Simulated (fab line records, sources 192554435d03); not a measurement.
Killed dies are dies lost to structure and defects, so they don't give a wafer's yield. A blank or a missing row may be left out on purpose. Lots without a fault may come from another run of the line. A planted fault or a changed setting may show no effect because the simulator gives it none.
Chamber matching | flow n5_finfet | N5_BEOL_M0_TRENCH_ETCH_107 on rie_diel-05: 4 sister chambers
The step etches SiOC in C4F6/O2, target depth 32.8 nm, time 16.4 s. 14 wafers are shown with their chamber, then 7 later ones without.

WAFERS WITH THEIR CHAMBER
wafer  | chamber | drypump_motor_current_A (A) | throttle_valve_pct (%) | rf_vpp_V (V)
L075.1 | 0       | 6.5                         | 20.62                  | 665
L075.3 | 1       | 5.1                         | 20.32                  | 645
L075.6 | 1       | 5.1                         | 20.31                  | 647
L074.4 | 0       | 6.4                         | 20.63                  | 665
L074.5 | 0       | 6.4                         | 20.62                  | 664
L074.6 | 1       | 5.1                         | 20.31                  | 647
L077.1 | 1       | 5.1                         | 20.30                  | 645
L077.2 | 0       | 6.4                         | 20.64                  | 665
L077.6 | 0       | 6.5                         | 20.64                  | 666
L084.1 | 3       | 5.7                         | 21.30                  | 678
L084.3 | 1       | 5.1                         | 20.35                  | 645
L084.6 | 2       | 5.9                         | 21.01                  | 666
L088.2 | 0       | 6.4                         | 20.68                  | 666
L088.3 | 3       | 5.7                         | 21.28                  | 678

SIGNATURES (means of the wafers above)
reading                 | chamber 0 | chamber 1 | chamber 2 | chamber 3 | scatter within a chamber
drypump_motor_current_A | 6.433     | 5.100     | 5.900     | 5.700     | 0.0365
throttle_valve_pct      | 20.6383   | 20.3180   | 21.0100   | 21.2900   | 0.0204
rf_vpp_V                | 665.17    | 645.80    | 666.00    | 678.00    | 0.874
Rule: a wafer's distance from a chamber is the root of the sum, over the readings, of the square of ((its reading less the chamber's mean) divided by the reading's scatter). The wafer belongs to the nearest chamber; if the next one is less than 2 further off, it can't be placed. The scatter: the root of (the sum of the squares of (reading less its chamber's mean) over the shown wafers, divided by (wafers less chambers)).

WAFERS WITHOUT THEIR CHAMBER
wafer  | drypump_motor_current_A (A) | throttle_valve_pct (%) | rf_vpp_V (V)
L088.4 | 6.4                         | 20.66                  | 666
L091.3 | 5.1                         | 20.36                  | 646
L091.4 | 6.5                         | 20.68                  | 665
L091.5 | 6.0                         | 20.67                  | 665
L095.2 | 5.1                         | 20.38                  | 647
L095.3 | 6.4                         | 20.71                  | 665
L095.6 | 5.1                         | 20.38                  | 646

WHICH CHAMBER EACH WENT THROUGH
wafer  | from the rows above | in truth
L088.4 | 0                   | 0
L091.3 | 1                   | 1
L091.4 | 0                   | 0
L091.5 | 0                   | 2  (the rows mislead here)
L095.2 | 1                   | 1
L095.3 | 0                   | 0
L095.6 | 1                   | 1
Placed correctly: 6 of 7. Can't be placed from these rows: 0. Placed wrongly: 1.
